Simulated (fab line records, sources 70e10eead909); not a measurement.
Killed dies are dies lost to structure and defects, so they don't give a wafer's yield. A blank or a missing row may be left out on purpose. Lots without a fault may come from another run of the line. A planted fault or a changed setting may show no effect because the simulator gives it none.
fab line records | flow nand_harc
record lots=14 wafers=42 last_day=31
route steps=1302 shown THIN_TSV@1269 END@1302
lots that met no fault: from a run of the same line without faults
start_h: hours from the record's first day to the start of the lot's first wafer shown | wait_h: hours since the lot's step before | " the same as in the row above | L1.1+2: a row that stands for several wafers | - no value, or no start given | * or withheld: withheld | < > ~ a bound
route shown NAME@n: a module of which the file shows steps, and the number in the route of the first | usual: mean/standard deviation of fault-free wafers | same: alike in all rows | chamber/n: place in a boat | sites: the reading at each site | _std_site: their standard deviation | _edge_site: outer sites' mean less inner sites' | radius_mm: how far each site lies from the wafer's centre | mask NAME#n: copy n | behind: the tool/chamber that last shaped the wafer | hold: why the lot was held/for how many hours/how that ended | device: the transistor (n, p or np) that didn't switch | end of line: the same wafers' tests at the end of the route | a step without rows: its recipe alone | killed: dies lost to structure and defects at the first sort, not the wafer's yield | map: a wafer's dies, x killed, . not, _ none there
set.NAME: the setting as run; set.NAME@STEP: as run at that earlier step | model.NAME: the simulator's own value behind a step, which no gauge read
steps of the route over a sample of lots; a table a step, a row a wafer
services: from which hour (start_h, from the record's first day; less than 0 if before it) a tool's chamber was out of use, for how many hours, and why
## steps
# step NHARC_THIN_TSV_STRIP_62
# recipe power_w=1500 temp_c=250 time_s=20 chemistry=N2/H2
# usual drypump_motor_current_A=5.9/0.35 heater_power_w=335/27
# columns lot.wafer tool chamber start_h wait_h drypump_motor_current_A heater_power_w rf_hours_counter_h
L233.1 plasma_asher-01 1 566.76 - 5.6 356 8
L233.3 " 0 " " 5.7 315 -
L233.6 " 1 " " 5.7 357 -
L235.1 plasma_asher-01 0 571.95 - 5.7 308 8
L235.3 " 0 " " 5.7 313 -
L235.5 " 1 " " 5.7 354 -
L236.1 plasma_asher-02 0 582.19 - 6.6 346 33
L236.2 " 1 " " 5.9 310 33
L236.5 " 0 " " 6.6 362 -
L237.2 plasma_asher-02 1 601.00 - 5.9 307 37
L237.1 " 0 " " 6.6 373 37
L237.5 " 1 " " 6.0 305 -
L238.1 plasma_asher-01 0 602.24 - 5.7 320 15
L238.3 " 0 " " 5.7 320 -
L238.5 " 1 " " 5.7 354 -
L239.4 plasma_asher-01 1 616.73 - 5.7 359 -
L239.3 " 0 " " 5.7 312 -
L239.6 " 1 " " 5.6 355 -
L243.2 plasma_asher-01 0 667.39 - 5.7 315 29
L243.1 " 1 " " 5.7 358 29
L243.6 " 0 " " 5.7 313 -
L241.2 plasma_asher-02 0 668.41 - 6.6 361 11
L241.1 " 1 " " 5.9 315 11
L241.3 " 1 " " 5.9 317 -
L245.1 plasma_asher-01 1 671.46 - 5.7 354 30
L245.4 " 1 " " 5.7 356 -
L245.6 " 0 " " 5.7 314 -
L244.2 plasma_asher-01 0 672.71 - 5.7 319 31
L244.1 " 1 " " 5.7 348 31
L244.5 " 0 " " 5.7 305 -
L242.2 plasma_asher-01 1 675.85 - 5.7 356 31
L242.3 " 0 " " 5.7 313 -
L242.6 " 0 " " 5.7 314 -
L246.2 plasma_asher-02 1 696.20 - 6.0 302 16
L246.3 " 1 " " 5.9 324 -
L246.5 " 1 " " 6.0 313 -
L249.1 plasma_asher-01 0 712.62 - 5.7 298 1
L249.5 " 0 " " 5.7 299 -
L249.6 " 1 " " 5.7 367 -
L247.2 plasma_asher-01 1 725.91 - 5.7 360 4
L247.3 " 1 " " 5.7 356 -
L247.5 " 1 " " 5.7 364 -
# step NHARC_THIN_TSV_PVD_51
# recipe target_thk_a=1000 chamber_pressure_pa=5 material=Cu
# usual throttle_valve_pct=30.2/1.4
# columns lot.wafer tool chamber start_h wait_h throttle_valve_pct
L233.3 pvd_sputter-03 - 567.21 - 30.3
L233.1 " - " " 31.7
L233.6 " - " " 27.0
L235.1 pvd_sputter-03 - 572.40 - 26.9
L235.3 " - " " 31.5
L235.5 " - " " 31.8
L236.2 pvd_sputter-03 - 582.67 - 30.7
L236.1 " - " " 30.3
L236.5 " - " " 26.9
L237.2 pvd_sputter-02 - 601.57 - 29.9
L237.1 " - " " 32.1
L237.5 " - " " 29.9
L238.1 pvd_sputter-01 - 602.66 - 30.2
L238.3 " - " " 30.0
L238.5 " - " " 30.0
L239.3 pvd_sputter-03 - 617.17 - 30.6
L239.4 " - " " 30.3
L239.6 " - " " 27.1
L243.1 pvd_sputter-03 - 667.86 - 30.7
L243.2 " - " " 26.9
L243.6 " - " " 30.5
L241.2 pvd_sputter-02 - 668.86 - 30.0
L241.1 " - " " 30.8
L241.3 " - " " 32.8
L245.1 pvd_sputter-03 - 671.92 - 30.4
L245.4 " - " " 31.8
L245.6 " - " " 30.7
L244.2 pvd_sputter-03 - 673.19 - 27.0
L244.1 " - " " 31.8
L244.5 " - " " 30.7
L242.3 pvd_sputter-03 - 676.31 - 32.0
L242.2 " - " " 30.3
L242.6 " - " " 27.2
L246.2 pvd_sputter-03 - 696.67 - 30.2
L246.3 " - " " 31.5
L246.5 " - " " 30.3
L249.1 pvd_sputter-03 - 713.06 - 30.6
L249.6 " - " " 30.4
L249.5 " - " " 30.1
L247.2 pvd_sputter-03 - 726.40 - 30.7
L247.3 " - " " 28.4
L247.5 " - " " 29.9
# step NHARC_THIN_TSV_ANNEAL_52
# recipe temp_c=225 time_s=90
# usual wafer_temp_C_max=226.2/0.4
# columns lot.wafer tool chamber start_h wait_h wafer_temp_C_max
L233.1 rtp_anneal-01 0 568.13 0.5 225.9
L233.3 " 0 " " 225.9
L233.6 " 0 " " 225.8
L235.1 rtp_anneal-02 0 573.32 0.6 226.5
L235.3 " 0 " " 227.2
L235.5 " 0 " " 226.3
L236.1 rtp_anneal-02 0 583.55 0.6 226.9
L236.2 " 0 " " 226.4
L236.5 " 0 " " 226.8
L237.1 rtp_anneal-01 0 602.47 0.6 226.0
L237.2 " 0 " " 225.7
L237.5 " 0 " " 225.8
L238.1 rtp_anneal-01 0 603.60 0.6 225.7
L238.3 " 0 " " 225.8
L238.5 " 0 " " 225.8
L239.3 rtp_anneal-01 0 618.16 0.4 225.9
L239.4 " 0 " " 225.5
L239.6 " 0 " " 226.0
L243.1 rtp_anneal-02 0 668.76 0.6 226.7
L243.2 " 0 " " 226.2
L243.6 " 0 " " 226.3
L241.1 rtp_anneal-02 0 669.77 0.6 226.7
L241.2 " 0 " " 226.6
L241.3 " 0 " " 226.7
L245.1 rtp_anneal-01 0 672.80 0.5 225.7
L245.4 " 0 " " 225.6
L245.6 " 0 " " 225.8
L244.1 rtp_anneal-02 0 674.07 0.6 226.5
L244.2 " 0 " " 226.6
L244.5 " 0 " " 226.6
L242.2 rtp_anneal-01 0 677.26 0.6 226.2
L242.3 " 0 " " 225.8
L242.6 " 0 " " 225.5
L246.2 rtp_anneal-02 0 697.67 0.6 226.6
L246.3 " 0 " " 226.6
L246.5 " 0 " " 226.6
L249.1 rtp_anneal-01 0 714.12 0.7 226.1
L249.5 " 0 " " 226.2
L249.6 " 0 " " 226.0
L247.2 rtp_anneal-01 0 727.33 0.6 226.0
L247.3 " 0 " " 226.1
L247.5 " 0 " " 226.2
# step NHARC_THIN_TSV_CD_MEAS_37
# usual cd_nm=5000.9/2.7
# columns lot.wafer tool chamber start_h wait_h cd_nm
L233.1 cd_sem-01 - 571.51 - 5003.9
L233.3 " - " " 5001.7
L233.6 " - " " 4998.6
L235.1 cd_sem-03 - 577.01 - 5004.8
L235.3 " - " " 5002.9
L235.5 " - " " 5006.2
L236.1 cd_sem-02 - 586.95 - 5005.2
L236.2 " - " " 5003.3
L236.5 " - " " 4997.7
L237.1 cd_sem-01 - 605.85 - 4999.8
L237.2 " - " " 4993.8
L237.5 " - " " 4996.7
L238.1 cd_sem-02 - 607.01 - 4996.0
L238.3 " - " " 4999.2
L238.5 " - " " 4997.3
L239.3 cd_sem-01 - 621.45 - 4996.8
L239.4 " - " " 4997.3
L239.6 " - " " 4998.0
L243.1 cd_sem-01 - 672.17 - 5003.7
L243.2 " - " " 4998.8
L243.6 " - " " 5002.2
L241.1 cd_sem-02 - 673.15 - 5000.7
L241.2 " - " " 5002.2
L241.3 " - " " 5000.3
L245.1 cd_sem-03 - 676.23 - 4996.7
L245.4 " - " " 4995.5
L245.6 " - " " 4997.5
L244.1 cd_sem-02 - 677.35 - 5003.1
L244.2 " - " " 4999.8
L244.5 " - " " 5001.9
L242.2 cd_sem-03 - 680.58 - 5000.2
L242.3 " - " " 5003.1
L242.6 " - " " 5000.1
L246.2 cd_sem-03 - 700.91 - 5001.4
L246.3 " - " " 4997.9
L246.5 " - " " 4999.3
L249.1 cd_sem-02 - 717.53 - 4998.5
L249.5 " - " " 5003.4
L249.6 " - " " 4999.3
L247.2 cd_sem-02 - 730.74 - 4998.4
L247.3 " - " " 5001.1
L247.5 " - " " 5000.9
# step NHARC_END_SORT_01
# recipe temp_c=25
# usual defect_limited_yield=90.6/2.3 killed_at_array=59/16 killed_at_other=0.8/1.1 killed_at_periphery=3.6/2.4 killed_dies=64/16 killed_open=3.4/1.8 killed_short=2.5/1.6
# same gross_dies=677
# columns lot.wafer tool chamber start_h wait_h defect_limited_yield[%] killed_at_array killed_at_other killed_at_periphery killed_dies killed_open killed_short
L243.1 prober-01 0 682.31 2.5 87.1 85 1 1 87 2 3
L243.2 prober-01 0 683.11 2.8 89.5 68 1 2 71 3 2
L243.6 prober-01 0 686.30 4.0 88.0 77 0 4 81 4 3
L246.2 prober-01 0 709.41 2.8 84.8 39 60 4 103 3 1
L246.3 prober-01 0 710.21 3.1 82.6 37 75 6 118 3 0
L246.5 prober-01 0 711.83 3.7 82.1 51 63 7 121 5 6
L249.1 prober-02 0 725.17 2.5 84.9 47 54 1 102 2 1
L249.5 prober-02 0 728.35 3.7 83.3 48 62 3 113 2 2
L249.6 prober-02 0 729.15 4.0 85.4 45 53 1 99 4 1
L247.2 prober-01 0 742.41 2.8 84.3 44 61 1 106 2 2
L247.3 prober-01 0 743.22 3.1 81.7 46 73 5 124 2 4
L247.5 prober-01 0 744.83 3.7 84.6 50 51 3 104 6 2
# killed by level:class
L243.1 A_CHANNEL_HOLE_D1:chamber_film_flake=38 A_SLIT:chamber_film_flake=32 A_CONTACT:chamber_film_flake=5 A_WL_FILL:chamber_film_flake=3 P_M0:geometric_particle:open=1 A_CHANNEL_HOLE_D1:geometric_particle:short=1 A_CHANNEL_FILL_D1:geometric_particle:open=1 A_SGD_CUT:geometric_particle:short=1
L243.2 A_SLIT:chamber_film_flake=30 A_CHANNEL_HOLE_D1:chamber_film_flake=25 A_CONTACT:chamber_film_flake=4 A_STAIRCASE:chamber_film_flake=2 P_M0:geometric_particle:open=1 A_CHANNEL_FILL_D1:geometric_particle:open=1 A_DECK1_JOINT:geometric_particle:short=1 A_ONON_D2:geometric_particle:short=1
L243.6 A_CHANNEL_HOLE_D1:chamber_film_flake=36 A_SLIT:chamber_film_flake=25 A_CONTACT:chamber_film_flake=7 P_GATE:geometric_particle:open=2 A_CHANNEL_FILL_D2:chamber_film_flake=2 A_ONON_D1:geometric_particle:short=1 A_CHANNEL_FILL_D2:geometric_particle:open=1 A_STAIRCASE:geometric_particle:short=1
L246.2 THIN_TSV:unspecified=60 A_CHANNEL_HOLE_D2:chamber_film_flake=21 A_CHANNEL_HOLE_D1:chamber_film_flake=5 P_CONTACT:chamber_film_flake=3 A_CHANNEL_FILL_D2:chamber_film_flake=3 A_SLIT:chamber_film_flake=3 A_ONON_D2:geometric_particle:short=1 A_CHANNEL_HOLE_D2:geometric_particle:open=1
L246.3 THIN_TSV:unspecified=75 A_CHANNEL_HOLE_D2:chamber_film_flake=19 A_CHANNEL_HOLE_D1:chamber_film_flake=5 A_SLIT:chamber_film_flake=4 P_CONTACT:chamber_film_flake=3 A_CHANNEL_FILL_D2:chamber_film_flake=3 A_BLC:geometric_particle:open=2 P_STI:chamber_film_flake=2
L246.5 THIN_TSV:unspecified=63 A_CHANNEL_HOLE_D2:chamber_film_flake=22 A_CHANNEL_HOLE_D1:chamber_film_flake=10 A_CHANNEL_HOLE_D2:geometric_particle:short=4 A_CHANNEL_FILL_D2:chamber_film_flake=4 P_CONTACT:chamber_film_flake=3 A_STAIRCASE:chamber_film_flake=3 A_CHANNEL_FILL_D2:geometric_particle:open=2
L249.1 THIN_TSV:unspecified=52 A_CHANNEL_HOLE_D2:chamber_film_flake=24 A_CHANNEL_HOLE_D1:chamber_film_flake=12 A_SLIT:chamber_film_flake=5 A_CONTACT:chamber_film_flake=2 THIN_TSV:chamber_film_flake=2 A_CHANNEL_FILL_D1:geometric_particle:short=1 A_ONON_D2:geometric_particle:open=1
L249.5 THIN_TSV:unspecified=56 A_CHANNEL_HOLE_D2:chamber_film_flake=23 A_SLIT:chamber_film_flake=11 A_CHANNEL_HOLE_D1:chamber_film_flake=9 THIN_TSV:chamber_film_flake=6 P_GATE:chamber_film_flake=2 A_STAIRCASE:chamber_film_flake=2 P_M0:geometric_particle:open=1
L249.6 THIN_TSV:unspecified=51 A_CHANNEL_HOLE_D2:chamber_film_flake=26 A_SLIT:chamber_film_flake=6 A_CHANNEL_HOLE_D1:chamber_film_flake=3 A_ONON_D2:geometric_particle:open=2 THIN_TSV:chamber_film_flake=2 A_CHANNEL_FILL_D1:geometric_particle:open=1 A_CHANNEL_FILL_D2:geometric_particle:open=1
L247.2 THIN_TSV:unspecified=60 A_CHANNEL_HOLE_D1:chamber_film_flake=29 A_CONTACT:chamber_film_flake=5 A_SLIT:chamber_film_flake=2 A_CHANNEL_FILL_D1:chamber_film_flake=2 A_ONON_D2:geometric_particle:short=1 A_STAIRCASE:geometric_particle:open=1 A_WL_FILL:geometric_particle:short=1
L247.3 THIN_TSV:unspecified=73 A_CHANNEL_HOLE_D1:chamber_film_flake=24 A_SLIT:chamber_film_flake=7 A_CONTACT:chamber_film_flake=5 P_STI:chamber_film_flake=3 A_CHANNEL_FILL_D2:chamber_film_flake=2 P_GATE:geometric_particle:open=1 A_DECK1_JOINT:geometric_particle:short=1
L247.5 THIN_TSV:unspecified=51 A_CHANNEL_HOLE_D1:chamber_film_flake=31 A_CONTACT:chamber_film_flake=7 A_SLIT:chamber_film_flake=6 P_M1:geometric_particle:open=3 A_CHANNEL_FILL_D1:geometric_particle:short=1 A_DECK1_JOINT:geometric_particle:open=1 A_ONON_D2:geometric_particle:short=1
## services
# columns tool chamber start_h hours kind
pvd_sputter-01 - 582.00 10.0 pm
pvd_sputter-03 - 589.74 2.0 repair
pvd_sputter-01 - 596.58 5.6 repair
plasma_asher-02 - 603.32 9.0 pm
plasma_asher-02 0 603.32 9.0 vent_cycle
plasma_asher-02 1 603.32 9.0 vent_cycle
pvd_sputter-01 - 606.95 2.5 repair
plasma_asher-02 0 612.32 - clean
plasma_asher-02 1 612.32 - clean
pvd_sputter-02 - 638.00 10.0 pm
pvd_sputter-02 - 648.77 6.2 repair
pvd_sputter-01 - 661.17 3.5 repair
plasma_asher-02 - 676.38 1.5 repair
plasma_asher-01 - 696.00 9.0 pm
plasma_asher-01 0 696.00 9.0 vent_cycle
plasma_asher-01 1 696.00 9.0 vent_cycle
plasma_asher-01 0 705.00 - clean
plasma_asher-01 1 705.00 - clean
## key
first_sign step=NHARC_END_SORT_01 reading=killed_at_other direction=up sigmas=53 usual=0.8 struck=61.3
effect step=NHARC_END_SORT_01 reading=killed_dies direction=up sigmas=3 usual=64 struck=110
more_kills_born_at NHARC_THIN_TSV_PVD_51@pvd_sputter-03=541
met_at NHARC_THIN_TSV_PVD_51
struck_lots L246,L247,L249
not_acting_at NHARC_THIN_TSV_STRIP_62,NHARC_THIN_TSV_ANNEAL_52,NHARC_THIN_TSV_CD_MEAS_37
onset_between 676.31 696.67
also_fits time
fault kind=chamber_particle_source tool=pvd_sputter-03 chamber=- onset_h=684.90 steps=NHARC_THIN_TSV_PVD_51 rate_per_visit_cm2=0.80309 end_h=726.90
